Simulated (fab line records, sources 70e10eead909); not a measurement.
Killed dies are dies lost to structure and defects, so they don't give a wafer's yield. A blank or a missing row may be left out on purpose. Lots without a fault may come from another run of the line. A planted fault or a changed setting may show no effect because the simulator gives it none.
A struck lot beside a sound one | flow nand_harc | 14 steps out of a route of 1159
Sound: wafers L386.1, L386.3, L386.6. Struck: wafer L371.2. (L371.4, L371.5 of the same lot were not struck and are left out.) The cause comes at the end.
At each step with rows: each side's tool, then ch and its chambers, then its first start. Under that, the readings that differ: sound wafers | struck wafers | difference of the means | sigmas: that difference in standard deviations of wafers without a fault.
alike: readings whose means differ by less than 2 such deviations, and words and numbers that are the same on both sides. not compared: withheld readings, readings that some wafer has no value for, bounds like >300 that may hide the same value, and numbers for which the record gives no deviation and whose values overlap.
The two part at a step that has a row with sigmas, a row that says differs or no value, or rows on one side only. Numbers that don't overlap but have no deviation are shown without sigmas and don't part them. A reading that every wafer of one side lacks parts them only if that side has two wafers or more.

NHARC_A_CHANNEL_HOLE_D1_STRIP_27: strips in O2.
  sound on rie_diel-05 ch 0,2,3; struck on rie_diel-10 ch 3
  alike: drypump_motor_current_A, oes_product_au, rf_vpp_V, showerhead_plenum_p_Torr, throttle_valve_pct
  not compared: rf_hours_counter_h
then, 2 steps without rows for these wafers: NHARC_A_CHANNEL_HOLE_D1_PRECLEAN_28 (cleans in SC1); NHARC_A_CHANNEL_HOLE_D1_SRD_29.
NHARC_A_CHANNEL_HOLE_D1_CD_MEAS_30:
  sound on cd_sem-03, day 12 20:45; struck on cd_sem-02, day 9 12:16
  reading    | sound          | struck | difference | sigmas
  cd_nm (nm) | 90.3 92.6 90.3 | 87.8   | -3.3       | -3
NHARC_A_CHANNEL_HOLE_D1_XSEM_31:
  sound on xsem-01 ch 0, day 12 20:50; struck on xsem-02 ch 0, day 9 12:22
  reading        | sound          | struck | difference | sigmas
  bot_cd_nm (nm) | 74.9 77.0 75.5 | 71.9   | -3.9       | -3
  alike: bow_nm, tilt_deg
NHARC_A_CHANNEL_HOLE_D1_INSPECT_40:
  sound on defect_inspect-01, day 12 20:56; struck on defect_inspect-01, day 9 12:28
  alike: raw_defect_count
then, 2 steps without rows for these wafers: NHARC_A_CHANNEL_FILL_D1_PRECLEAN_00 (cleans in SC1); NHARC_A_CHANNEL_FILL_D1_SRD_01.
NHARC_A_CHANNEL_FILL_D1_ALD_02: deposits SiO2, target thk 6 nm, pulse time 10 s, ald cycles 60.
  sound on ald_hk-03 ch 0,2, day 12 21:27; struck on ald_hk-01 ch 0, day 9 12:55
  alike: heater_power_w, precursor_pulse_height_rel
  not compared: ald_cycles
then, 1 step without rows for these wafers: NHARC_A_CHANNEL_FILL_D1_ALD_03 (deposits SiNx, target thk 6 nm, pulse time 60 s, ald cycles 58).
NHARC_A_CHANNEL_FILL_D1_ALD_14: deposits SiO2, target thk 2.5 nm, pulse time 10 s, ald cycles 25.
  sound on ald_hk-01 ch 1,3, day 13 04:14; struck on ald_hk-01 ch 0, day 9 19:29
  reading            | sound       | struck | difference | sigmas
  heater_power_w (W) | 523 530 509 | 397    | -124       | -3
  alike: precursor_pulse_height_rel
  not compared: ald_cycles
NHARC_A_CHANNEL_FILL_D1_ALD_15: deposits SiNx, target thk 2 nm, pulse time 60 s, ald cycles 19.
  sound on ald_sin_batch-01 ch 0; struck on ald_sin_batch-02 ch 0
  alike: precursor_pulse_height_rel
  not compared: ald_cycles
NHARC_A_CHANNEL_FILL_D1_ALD_16: deposits SiO2, target thk 1.5 nm, pulse time 10 s, ald cycles 15.
  sound on ald_hk-02 ch 0,1, day 13 09:37; struck on ald_hk-01 ch 2, day 10 00:36
  reading    | sound    | struck | difference | sigmas
  ald_cycles | 15 15 15 | 7      | -8         |
  alike: heater_power_w, precursor_pulse_height_rel
then, 1 step without rows for these wafers: NHARC_A_CHANNEL_FILL_D1_ANNEAL_17 (time 1800 s).

WHERE THEY PART
First at NHARC_A_CHANNEL_HOLE_D1_CD_MEAS_30; last, within this record, at NHARC_A_CHANNEL_FILL_D1_ALD_14. Later steps at which nothing parts them and some readings are alike: NHARC_A_CHANNEL_FILL_D1_ALD_15, NHARC_A_CHANNEL_FILL_D1_ALD_16.

WHY: what the simulator had put in
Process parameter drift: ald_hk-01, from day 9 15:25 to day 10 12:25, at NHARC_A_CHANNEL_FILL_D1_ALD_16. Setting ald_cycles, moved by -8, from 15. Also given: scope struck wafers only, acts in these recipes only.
